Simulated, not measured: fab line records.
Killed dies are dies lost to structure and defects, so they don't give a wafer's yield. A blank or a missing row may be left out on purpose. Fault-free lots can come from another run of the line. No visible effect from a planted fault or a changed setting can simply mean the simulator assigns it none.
Split-lot experiment -- flow n5 finfet -- 39 wafers read from 7 lots, route of 1938 steps

THE SPLIT ITSELF
At N5_ILD0_PRECLEAN_10 (cleans in NF3:NH3, afs cycles 5, time 20 s, sublimation time 60 s), the setting time s was moved away from the recipe's 20 s on 15 of the 39 wafers read, by -39.6% to +49.4%. All remaining wafers had this setting at the recipe value.

Reading taken at the split's own step.

THE READING
SiO2_flowable_of_ILD0_FCVD_FILL_01.thk nm (the simulator's own value, which no gauge read), in nm, at N5_ILD0_PRECLEAN_10 (cleans in NF3:NH3, afs cycles 5, time 20 s, sublimation time 60 s). There is no usual value for it anywhere in the file. Here, 24 wafers ran the recipe; their average is 119.3 nm with a standard deviation of 1.3 nm.

wafer,"tool, chamber at the split","time s as run, s",against the recipe,"SiO2_flowable_of_ILD0_FCVD_FILL_01.thk nm, nm",against lot-mates on the recipe
L075.1,"remote plasma-01, 0",20,recipe,119.4,-
L075.2,"remote plasma-01, 0",20,recipe,117.2,-
L075.3,"remote plasma-01, 0",16.92,-15.4%,122.8,+4.1
L075.4,"remote plasma-01, 0",16.92,-15.4%,120.2,+1.5
L075.5,"remote plasma-01, 0",16.92,-15.4%,119.6,+0.9
L075.6,"remote plasma-01, 0",20,recipe,119.6,-
L077.1,"remote plasma-01, 0",20,recipe,120.8,-
L077.2,"remote plasma-01, 0",20,recipe,117.8,-
L077.3,"remote plasma-01, 0",20,recipe,117.2,-
L077.4,"remote plasma-01, 0",29.88,+49.4%,114.4,-4.2
L077.5,"remote plasma-01, 0",29.88,+49.4%,113.2,-5.4
L077.6,"remote plasma-01, 0",29.88,+49.4%,111.8,-6.8
L078.1,"remote plasma-02, 1",27.65,+38.2%,114,-5.3
L078.2,"remote plasma-02, 1",20,recipe,120.6,-
L078.3,"remote plasma-02, 1",20,recipe,118.6,-
L078.4,"remote plasma-02, 1",27.65,+38.2%,114.6,-4.7
L078.5,"remote plasma-02, 1",20,recipe,118.8,-
L078.6,"remote plasma-02, 1",27.65,+38.2%,114.4,-4.9
L079.1,"remote plasma-02, 1",20,recipe,119.6,-
L079.4,"remote plasma-02, 1",20,recipe,119.6,-
L079.5,"remote plasma-02, 1",20,recipe,118,-
L084.1,"remote plasma-01, 0",20,recipe,117.8,-
L084.2,"remote plasma-01, 0",20,recipe,120.4,-
L084.3,"remote plasma-01, 0",20,recipe,118.8,-
L084.4,"remote plasma-01, 0",20,recipe,120.8,-
L084.5,"remote plasma-01, 0",20,recipe,118.2,-
L084.6,"remote plasma-01, 0",20,recipe,121,-
L086.1,"remote plasma-01, 0",27.53,+37.7%,113.4,-5.7
L086.2,"remote plasma-01, 0",20,recipe,121.2,-
L086.3,"remote plasma-01, 0",27.53,+37.7%,114.4,-4.7
L086.4,"remote plasma-01, 0",20,recipe,118.2,-
L086.5,"remote plasma-01, 0",20,recipe,117.8,-
L086.6,"remote plasma-01, 0",27.53,+37.7%,113.6,-5.5
L092.1,"remote plasma-02, 1",20,recipe,121.6,-
L092.2,"remote plasma-02, 1",20,recipe,121,-
L092.3,"remote plasma-02, 1",12.08,-39.6%,125.4,+4.8
L092.4,"remote plasma-02, 1",12.08,-39.6%,127.2,+6.6
L092.5,"remote plasma-02, 1",20,recipe,119.2,-
L092.6,"remote plasma-02, 1",12.08,-39.6%,126.6,+6.0

FIT RESULTS
A straight line over all 39 wafers: SiO2_flowable_of_ILD0_FCVD_FILL_01.thk nm changes by -0.143 nm for each +1% of time s; r = -0.93; the points scatter about the line by 1.3 nm.
The same after taking each lot's own level away (the mean of its wafers on the recipe; 39 wafers): -0.13 nm for each +1%; r = -0.93; scatter 1.2 nm.
The reading moves by 6.4 nm for the largest change in time s, on that fit.
The lots' own levels span 118.60 to 120.60 nm, that is 1.5 times the standard deviation above.
The two slopes agree, so the slope changes little with the lot-to-lot level.
Check: with one of the wafers moved furthest among these (+49.4%) left out of the fit, the line predicts -6.63 nm for it against its lot-mates. Against them it came out at -4.2 nm.

THESE WAFERS: OTHER SPLITS
Other splits were also applied to these wafers ahead of the reading. Each is held against what the fit with the lots' levels taken away leaves over:
other split on the same wafers,wafers away from the commonest value,r with SiO2_flowable_of_ILD0_FCVD_FILL_01.thk nm (lot level and that fit taken away)
N5_ZERO_LAYER_PECVD_02 time s,12,+0.14
N5_FIN_CUT_CUT_ETCH_26 target depth a,12,-0.13
N5_FIN_CUT_CUT_ETCH_15 time s,18,-0.08

FILE'S OWN FIT
SiO2_flowable_of_ILD0_FCVD_FILL_01.thk nm changes by -0.129 nm for each +1% of time s, r = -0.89.
